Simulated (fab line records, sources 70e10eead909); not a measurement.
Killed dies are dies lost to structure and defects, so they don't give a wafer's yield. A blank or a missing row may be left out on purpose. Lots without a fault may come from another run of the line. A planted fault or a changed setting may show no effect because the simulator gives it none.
Chamber matching | flow nand_harc | NHARC_A_BONDPAD_CMP_29 on cmp-04: 4 sister chambers
The step polishes SiCN, target thk 200 nm. 4 wafers are shown with their chamber, then 9 later ones without.

WAFERS WITH THEIR CHAMBER
wafer  | chamber | motor_current_A (A)
L194.5 | 2       | 12.6
L197.1 | 1       | 13.4
L196.1 | 0       | 9.6
L196.6 | 3       | 11.1

WAFERS WITHOUT THEIR CHAMBER
wafer  | motor_current_A (A)
L202.1 | 10.6
L202.2 | 12.4
L202.3 | 10.1
L208.1 | 10.4
L208.4 | 13.0
L208.6 | 10.1
L209.1 | 10.2
L209.2 | 12.8
L209.5 | 12.8

WHICH CHAMBER EACH WENT THROUGH
wafer  | from the rows above     | in truth
L202.1 | can't be placed: 3 or 0 | 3
L202.2 | can't be placed: 2 or 1 | 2
L202.3 | can't be placed: 0 or 3 | 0
L208.1 | can't be placed: 3 or 0 | 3
L208.4 | can't be placed: 1 or 2 | 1
L208.6 | can't be placed: 0 or 3 | 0
L209.1 | can't be placed: 0 or 3 | 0
L209.2 | can't be placed: 2 or 1 | 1
L209.5 | can't be placed: 2 or 1 | 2
Placed correctly: 0 of 9. Can't be placed from these rows: 9 (the true chamber is among the candidates in 9). Placed wrongly: 0.
How it was worked out, from the rows above alone: a wafer's distance from a chamber is the root of the sum, over the readings, of the square of ((its reading less the chamber's mean) divided by the reading's scatter). The wafer belongs to the nearest chamber; if the next one is less than 2 further off, it can't be placed. A chamber's mean is the mean of its shown wafers. The scatter: with one shown wafer a chamber, the root of the mean of the squares of how far each hidden wafer lies from its nearest shown one.
